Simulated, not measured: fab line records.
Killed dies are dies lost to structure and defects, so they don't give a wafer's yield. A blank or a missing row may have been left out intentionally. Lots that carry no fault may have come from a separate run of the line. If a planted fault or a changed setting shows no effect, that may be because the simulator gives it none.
Split-lot trial -- flow n5-finfet -- 7 lots, 21 wafers read, on a route of 1938 steps

## ON THE SPLIT
At N5_PASSIVATION_ETCH_54 (etches SiO2 in CHF3/O2, target depth 880 nm, time 440 s), the setting bias-w was moved away from the recipe's 170 W on 5 of the 21 wafers read, by -9.6% to +17.6%. All remaining wafers had this setting at the recipe value.

The reading is taken at the split's own step.

## THE READING
rf-vpp-V, in V, at N5_PASSIVATION_ETCH_54 (etches SiO2 in CHF3/O2, target depth 880 nm, time 440 s). Fault-free wafers of this fab line usually give 525 V, standard deviation 4.4 V.

wafer,"tool, chamber at the split","bias-w as run, W",against the recipe,"rf-vpp-V, V",against lot-mates on the recipe
L077.2,"rie-diel-06, 1",170,recipe,530,-
L077.3,"rie-diel-06, 3",200,+17.6%,604,+73
L077.6,"rie-diel-06, 3",170,recipe,532,-
L075.3,"rie-diel-02, 0",185.1,+8.9%,557,+38
L075.5,"rie-diel-02, 0",170,recipe,520,-
L075.6,"rie-diel-02, 3",170,recipe,519,-
L079.1,"rie-diel-02, 2",156.7,-7.8%,492,-27
L079.3,"rie-diel-02, 0",170,recipe,519,-
L079.6,"rie-diel-02, 0",170,recipe,519,-
L085.2,"rie-diel-02, 0",170,recipe,519,-
L085.5,"rie-diel-02, 1",170,recipe,527,-
L085.6,"rie-diel-02, 2",170,recipe,526,-
L089.3,"rie-diel-02, 1",170,recipe,527,-
L089.4,"rie-diel-02, 0",170,recipe,520,-
L089.6,"rie-diel-02, 1",170,recipe,526,-
L091.1,"rie-diel-04, 0",153.6,-9.6%,480,-42
L091.4,"rie-diel-04, 1",170,recipe,522,-
L091.6,"rie-diel-04, 0",153.6,-9.6%,478,-44
L096.1,"rie-diel-04, 1",170,recipe,522,-
L096.5,"rie-diel-04, 3",170,recipe,533,-
L096.6,"rie-diel-04, 2",170,recipe,530,-

FIT RESULTS
A straight line over all 21 wafers: rf-vpp-V changes by +4.43 V for each +1% of bias-w; r = +0.98; the points scatter about the line by 4.8 V.
The same after taking each lot's own level away (the mean of its wafers on the recipe; 21 wafers): +4.17 V for each +1%; r = +0.99; scatter 3.1 V.
That fit puts the effect of the largest move of bias-w on the reading at 74 V.
Measured against the standard deviation above, the lots' own levels, which go from 519.0 to 531.0 V, span 2.7 times it.
So the lot-to-lot level changes the slope little: the two slopes agree.
Check: for one of the wafers moved furthest among these (+17.6%), held out of the fit, the line's prediction against its lot-mates is +74.5 V. Against them it came out at +73 V.
Tool readings at the split's step, against how far the setting was moved: rf-vpp-V r = +0.98.

## ADDITIONAL SPLITS CARRIED BY THESE WAFERS
Other splits were also applied to these wafers ahead of the reading. Each is held against what the fit with the lots' levels taken away leaves over:
other split on the same wafers,wafers away from the commonest value,r with rf-vpp-V (lot level and that fit taken away)
N5_PASSIVATION_EXPOSE_07 dose-mj,7,+0.29
N5_PASSIVATION_VIA_ETCH_13 bias-w,6,-0.02

## THE WHOLE CHAIN: every reading that the file lists as answering this split, in the file's order
step,what it does,reading,change (the file's fit),r (the file's)
N5_PASSIVATION_ETCH_54,"etches SiO2 in CHF3/O2, target depth 880 nm, time 440 s",rf-vpp-V,+4.12 V for each +1% of the setting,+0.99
N5_PASSIVATION_ETCH_54,"etches SiO2 in CHF3/O2, target depth 880 nm, time 440 s","PASSIVATION.feature-depth-nm (the simulator's own value, which no gauge read)",+2.87 nm for each +1% of the setting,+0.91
N5_PASSIVATION_ETCH_54,"etches SiO2 in CHF3/O2, target depth 880 nm, time 440 s","etch.depth-nm (the simulator's own value, which no gauge read)",+2.87 nm for each +1% of the setting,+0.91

## FILE'S OWN FIT
rf-vpp-V changes by +4.12 V for each +1% of bias-w, r = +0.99.
